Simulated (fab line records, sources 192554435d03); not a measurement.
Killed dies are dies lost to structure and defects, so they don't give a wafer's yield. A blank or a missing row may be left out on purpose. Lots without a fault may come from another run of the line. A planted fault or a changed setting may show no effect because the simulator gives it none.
Chamber matching | flow n5_finfet | N5_HKMG_FIN_CMP_23 on cmp-03: 4 sister chambers
The step polishes, stops on SiNx, t overpolish 10 s, target thk 46.326 nm. 7 wafers are shown with their chamber, then 7 later ones without.

WAFERS WITH THEIR CHAMBER
wafer  | chamber | motor_current_A (A) | pad_life_wafers
L077.3 | 3       | 11.4                | 1909
L086.2 | 0       | 12.6                | 231
L089.3 | 1       | 16.0                | 327
L090.2 | 2       | 10.9                | 380
L093.3 | 3       | 11.7                | 474
L093.4 | 2       | 10.8                | 477
L094.2 | 1       | 15.5                | 524

WAFERS WITHOUT THEIR CHAMBER
wafer  | motor_current_A (A) | pad_life_wafers
L094.3 | 12.9                | 523
L095.4 | 11.2                | 594
L096.2 | 16.8                | 632
L096.3 | 11.0                | 633
L097.1 | 11.6                | 684
L097.3 | 12.0                | 687
L097.4 | 11.1                | 686

WHICH CHAMBER EACH WENT THROUGH
wafer  | from the rows above     | in truth
L094.3 | 0                       | 0
L095.4 | can't be placed: 2 or 3 | 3
L096.2 | 1                       | 1
L096.3 | can't be placed: 2 or 3 | 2
L097.1 | 3                       | 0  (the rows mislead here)
L097.3 | can't be placed: 3 or 0 | 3
L097.4 | can't be placed: 2 or 3 | 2
Placed correctly: 2 of 7. Can't be placed from these rows: 4 (the true chamber is among the candidates in 4). Placed wrongly: 1.
How it was worked out, from the rows above alone: a wafer's distance from a chamber is the root of the sum, over the readings, of the square of ((its reading less the chamber's mean) divided by the reading's scatter). The wafer belongs to the nearest chamber; if the next one is less than 2 further off, it can't be placed. A chamber's mean is the mean of its shown wafers. The scatter: the root of (the sum of the squares of (reading less its chamber's mean) over the shown wafers, divided by (wafers less chambers)).
